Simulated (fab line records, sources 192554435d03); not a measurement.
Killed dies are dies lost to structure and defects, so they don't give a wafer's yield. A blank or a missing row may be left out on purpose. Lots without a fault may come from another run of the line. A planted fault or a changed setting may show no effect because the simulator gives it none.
A struck lot beside a sound one | flow n5_finfet | 36 steps out of a route of 1938
Sound: wafers L711.1, L711.4, L711.5. Struck: wafer L716.5. (L716.3, L716.6 of the same lot were not struck and are left out.) The cause comes at the end.
At each step with rows: each side's tool, then ch and its chambers, then its first start. Under that, the readings that differ: sound wafers | struck wafers | difference of the means | sigmas: that difference in standard deviations of wafers without a fault.
alike: readings whose means differ by less than 2 such deviations, and words and numbers that are the same on both sides. not compared: withheld readings, readings that some wafer has no value for, bounds like >300 that may hide the same value, and numbers for which the record gives no deviation and whose values overlap.
The two part at a step that has a row with sigmas, a row that says differs or no value, or rows on one side only. Numbers that don't overlap but have no deviation are shown without sigmas and don't part them. A reading that every wafer of one side lacks parts them only if that side has two wafers or more.

first, 8 steps without rows for these wafers: N5_MOL_CONTACT_COAG_PRECLEAN_138 (cleans in alkaline clean, time 60 s); N5_MOL_CONTACT_COAG_SRD_139 (time 30 s); N5_MOL_CONTACT_COAG_PRE_CLEAN_121; N5_MOL_CONTACT_COAG_CVD_140 (deposits W, target thk 66.5 nm, time 215 s); N5_MOL_CONTACT_COAG_PRECLEAN_127 (cleans in DIW, time 57.5 s); N5_MOL_CONTACT_COAG_SRD_128 (dry time 32 s); N5_MOL_CONTACT_COAG_CMP_52 (polishes, stops on SiO2, t overpolish 1.5 s, target thk 66.5 nm); N5_MOL_CONTACT_COAG_ANNEAL_112 (time 1800 s).
N5_BEOL_M0_SAQP_PECVD_00: deposits SiCN from 3MS/NH3, target thk 8 nm, time 14 s.
  sound on pecvd-03 ch 1,2, day 7 21:08; struck on pecvd-03 ch 1, day 9 09:25
  reading                                         | sound     | struck | difference | sigmas
  model.SiCN_of_BEOL_M0_SAQP_PECVD_00.thk_nm (nm) | 8.2 8 8.2 | 9      | +1         |
  alike: showerhead_plenum_p_Torr, throttle_valve_pct
then, 25 steps without rows for these wafers: N5_BEOL_M0_SAQP_ILD_DEP_01 (deposits SiOC from DEMS/O2, target thk 45.419 nm, time 8.7 s); N5_BEOL_M0_SAQP_HM_DEP_02 (deposits TiN, target thk 12 nm); N5_BEOL_M0_SAQP_PECVD_03 (deposits SiCN from 3MS/NH3, target thk 12 nm, time 21.1 s); N5_BEOL_M0_SAQP_PECVD_96 (deposits a-Si from SiH4/He, target thk 45 nm, time 45.2 s); N5_BEOL_M0_SAQP_PECVD_97 (deposits SiNx from SiH4/NH3/N2, target thk 23 nm, time 19.9 s); N5_BEOL_M0_SAQP_PECVD_04 (deposits a-Si from SiH4/He, target thk 60 nm, time 60.2 s); N5_BEOL_M0_SAQP_HM_DEP_111 (deposits SiO2 from SiH4/N2O, target thk 12 nm, time 7.2 s); N5_BEOL_M0_SAQP_COAT_81 (time 60 s, resist thk 100 nm); N5_BEOL_M0_SAQP_COAT_82 (time 60 s, resist thk 30 nm); N5_BEOL_M0_SAQP_COAT_08 (resist thk 90 nm); N5_BEOL_M0_SAQP_EBR_10; N5_BEOL_M0_SAQP_SOFTBAKE_09 (time 60 s); N5_BEOL_M0_SAQP_EXPOSE_11 (exposes mask M0 CORE, target cd 42 nm); N5_BEOL_M0_SAQP_PEB_12 (peb time 60 s); N5_BEOL_M0_SAQP_DEVELOP_13 (develop time 30 s); N5_BEOL_M0_SAQP_DESCUM_19 (chemistry O2, time 7.9 s); N5_BEOL_M0_SAQP_ETCH_83 (etches SiARC in CF4, target depth 39 nm, time 65 s); N5_BEOL_M0_SAQP_ETCH_84 (etches SOC in N2/H2, target depth 100 nm, overetch 20 nm, time 150 s); N5_BEOL_M0_SAQP_STRIP_80 (strips in N2/H2); N5_BEOL_M0_SAQP_HM_OPEN_112 (chemistry CHF3/O2, target SiO2, stops on a-Si, target depth 12 nm, time 13.5 s); N5_BEOL_M0_SAQP_STRIP_113 (strips in CHF3/O2); N5_BEOL_M0_SAQP_MANDREL_ETCH_20 (etches a-Si in HBr/Cl2, stops on SiNx, target depth 60 nm, bt time 10 s, time 30 s); N5_BEOL_M0_SAQP_STRIP_86 (strips in N2/H2); N5_BEOL_M0_SAQP_STRIP_115 (strips in post etch residue remover, time 60 s); N5_BEOL_M0_SAQP_SRD_93 (time 30 s).
N5_BEOL_M0_ETCH_109: etches SiCN in CH3F/O2, target depth 8 nm, overetch 2.4 nm, time 27.4 s.
  sound on rie_diel-01 ch 0,2, day 8 08:28; struck on rie_diel-04 ch 0, day 9 19:14
  reading                         | sound             | struck | difference | sigmas
  showerhead_plenum_p_Torr (Torr) | 2.03 1.99 2.03    | 1.88   | -0.14      | -2
  model.etch.depth_nm (nm)        | 8.129 8.064 8.112 | 8.965  | +0.863     |
  alike: bias_w, drypump_motor_current_A, oes_product_au, rf_vpp_V, throttle_valve_pct
  not compared: rf_hours_counter_h
N5_BEOL_M4_RC_MEAS_101:
  sound on prober-01 ch 0, day 10 10:19; struck on prober-02 ch 0, day 11 09:20
  reading       | sound       | struck | difference | sigmas
  ION_P (uA/um) | 461 458 454 | 469    | +11        | +2
  alike: DIBL_N, DIBL_P, IOFF_N, IOFF_P, ION_N, SS_N, SS_P, VT_N, VT_P

WHERE THEY PART
First at N5_BEOL_M0_ETCH_109; last, within this record, at N5_BEOL_M4_RC_MEAS_101.

WHY: what the simulator had put in
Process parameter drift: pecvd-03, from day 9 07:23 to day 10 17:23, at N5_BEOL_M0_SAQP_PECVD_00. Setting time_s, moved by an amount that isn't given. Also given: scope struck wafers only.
